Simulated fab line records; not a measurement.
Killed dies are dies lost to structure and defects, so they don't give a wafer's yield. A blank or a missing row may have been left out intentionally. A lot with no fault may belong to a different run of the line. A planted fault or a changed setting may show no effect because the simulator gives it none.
A single fault, viewed from 2 desks ; flow n5Finfet ; only its own numbers are on each desk; what lay behind them is given at the end

## THE METROLOGY DESK
Lot by lot, what the gauges showed, no matter which tool ran the lot: averages of those sampled wafers that carry a number. Any lot whose mean is over 4 standard deviations away from the usual mean is out of limits and marked OUT; that distance is given in the brackets. Shown here are 7 of its 11 readings, the ones lying furthest out on some lot.
Columns: A = cdNm at N5_FIN_SAQP_CD_MEAS_27, usual 20.31 nm; B = DIBL_N at N5_BEOL_M4_RC_MEAS_101, usual 36.2 mV/V; C = IOFF_P at N5_BEOL_M4_RC_MEAS_101, usual 0.21 nA/um; D = ION_P at N5_BEOL_M4_RC_MEAS_101, usual 462 uA/um; E = SS_P at N5_BEOL_M4_RC_MEAS_101, usual 73.2 mV/dec; F = VT_N at N5_BEOL_M4_RC_MEAS_101, usual 250 mV; G = VT_P at N5_BEOL_M4_RC_MEAS_101, usual -251 mV
lot;first seen here;A;B;C;D;E;F;G
L762;day 6 06:22;20.34;36.2;0.22;465;73.1;250;-249
L764;day 6 17:37;20.24;36.3;0.20;461;72.9;248;-252
L766;day 7 05:49;20.18;37.0;0.22;464;72.8;250;-249
L767;day 7 12:03;20.14;36.4;0.21;458;72.7;251;-251
L768;day 7 18:22;20.32;34.7;0.16;452;73.4;253;-258
Finding of this desk: none of the 5 lots has anything out of limits.

## THE TOOL OWNER'S DESK: rieDiel-04
The tool's own readings at N5_FIN_SAQP_SPACER1_ETCHBACK_25 (etches SiO2 in CHF3/O2, target depth 24.4 nm, time 12.2 s): means of the sampled wafers that have a number, for each lot that ran on this tool. Any lot whose mean is over 4 standard deviations away from the usual mean is out of limits and marked OUT; that distance is given in the brackets. Shown here are 7 of its 8 readings, the ones lying furthest out on some lot.
Columns: A = CHF3_flow_sccm at N5_FIN_SAQP_SPACER1_ETCHBACK_25, usual 49.98 sccm; B = O2_flow_sccm at N5_FIN_SAQP_SPACER1_ETCHBACK_25, usual 5.000 sccm; C = biasW at N5_FIN_SAQP_SPACER1_ETCHBACK_25, usual 170.0 W; D = drypumpMotorCurrentA at N5_FIN_SAQP_SPACER1_ETCHBACK_25, usual 5.6 A; E = rfVppV at N5_FIN_SAQP_SPACER1_ETCHBACK_25, usual 522 V; F = showerheadPlenumPTorr at N5_FIN_SAQP_SPACER1_ETCHBACK_25, usual 2.45 Torr; G = throttleValvePct at N5_FIN_SAQP_SPACER1_ETCHBACK_25, usual 18.81 %
lot;first seen here;A;B;C;D;E;F;G
L762;day 6 06:10;50.02;5.002;170.0;6.1;529;2.42;18.99
L766;day 7 05:37;50.04;4.975;169.7;6.0;526;2.45;19.03
L767;day 7 11:51;50.03;4.997;169.6;6.0;526;2.45;19.04
Finding of this desk: none of the 3 lots has anything out of limits.

## PUT TOGETHER
Metrology desk: nothing out of limits seen.
The desk of the tool owner found nothing out of limits.

## WHAT WAS PUT IN BY THE SIMULATOR
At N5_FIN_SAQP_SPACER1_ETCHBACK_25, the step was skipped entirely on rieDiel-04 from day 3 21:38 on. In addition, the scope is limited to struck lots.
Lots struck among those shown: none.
